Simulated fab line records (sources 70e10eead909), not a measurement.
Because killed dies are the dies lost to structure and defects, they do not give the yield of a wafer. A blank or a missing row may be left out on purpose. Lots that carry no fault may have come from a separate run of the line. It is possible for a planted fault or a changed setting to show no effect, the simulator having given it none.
Chamber matching + flow nand-harc + NHARC_A_STAIRCASE_ETCH_292 on rie-diel-12: 4 sister chambers
The step etches the open film in CF4/CHF3. 14 wafers are shown with their chamber, then 7 later ones without.

WAFERS WITH THEIR CHAMBER
| wafer  | chamber | showerhead-plenum-p-Torr (Torr) | rf-vpp-V (V) | oes-product-au (a.u.) |
|--------|---------|---------------------------------|--------------|-----------------------|
| L922.2 | 2       | 1.50                            | 369.1        | 0.970                 |
| L922.3 | 1       | 1.69                            | 374.5        | 0.976                 |
| L922.6 | 0       | 1.63                            | 372.2        | 0.958                 |
| L929.2 | 1       | 1.68                            | 373.6        | 0.979                 |
| L929.3 | 2       | 1.49                            | 367.8        | 0.978                 |
| L929.4 | 0       | 1.63                            | 374.0        | 0.961                 |
| L933.2 | 3       | 1.54                            | 369.6        | 0.928                 |
| L933.4 | 0       | 1.62                            | 373.8        | 0.927                 |
| L933.5 | 0       | 1.62                            | 373.4        | 0.932                 |
| L934.3 | 0       | 1.62                            | 372.5        | 0.944                 |
| L934.5 | 0       | 1.62                            | 370.5        | 0.934                 |
| L934.6 | 2       | 1.49                            | 367.6        | 0.937                 |
| L936.2 | 1       | 1.68                            | 374.2        | 0.967                 |
| L936.3 | 0       | 1.62                            | 372.8        | 0.953                 |

SIGNATURES (means of the wafers above)
| reading                  | chamber 0 | chamber 1 | chamber 2 | chamber 3 | scatter within a chamber |
|--------------------------|-----------|-----------|-----------|-----------|--------------------------|
| showerhead-plenum-p-Torr | 1.6229    | 1.6833    | 1.4933    | 1.5400    | 0.00526                  |
| rf-vpp-V                 | 372.743   | 374.100   | 368.167   | 369.600   | 1.01                     |
| oes-product-au           | 0.94414   | 0.97400   | 0.96167   | 0.92800   | 0.0146                   |
Rule: a wafer's distance from a chamber is the root of the sum, over the readings, of the square of ((its reading less the chamber's mean) divided by the reading's scatter). The wafer belongs to the nearest chamber; if the next one is less than 2 further off, it can't be placed. How the scatter is found: for the shown wafers, subtract from each reading the mean of its chamber, square and add these, divide the total by (wafers less chambers), then take the root.

WAFERS WHOSE CHAMBER IS MISSING
| wafer  | showerhead-plenum-p-Torr (Torr) | rf-vpp-V (V) | oes-product-au (a.u.) |
|--------|---------------------------------|--------------|-----------------------|
| L936.6 | 1.53                            | 370.1        | 0.964                 |
| L937.1 | 1.68                            | 374.2        | 0.919                 |
| L937.5 | 1.49                            | 367.4        | 0.919                 |
| L937.6 | 1.68                            | 374.5        | 0.915                 |
| L940.1 | 1.62                            | 373.1        | 0.934                 |
| L940.3 | 1.68                            | 373.7        | 0.919                 |
| L940.5 | 1.62                            | 370.0        | 0.939                 |

CHAMBER TAKEN BY EACH
| wafer  | from the rows above | in truth |
|--------|---------------------|----------|
| L936.6 | 3                   | 3        |
| L937.1 | 1                   | 1        |
| L937.5 | 2                   | 2        |
| L937.6 | 1                   | 1        |
| L940.1 | 0                   | 0        |
| L940.3 | 1                   | 1        |
| L940.5 | 0                   | 0        |
7 of 7 placed correctly. From these rows, 0 cannot be placed. 0 placed wrongly.
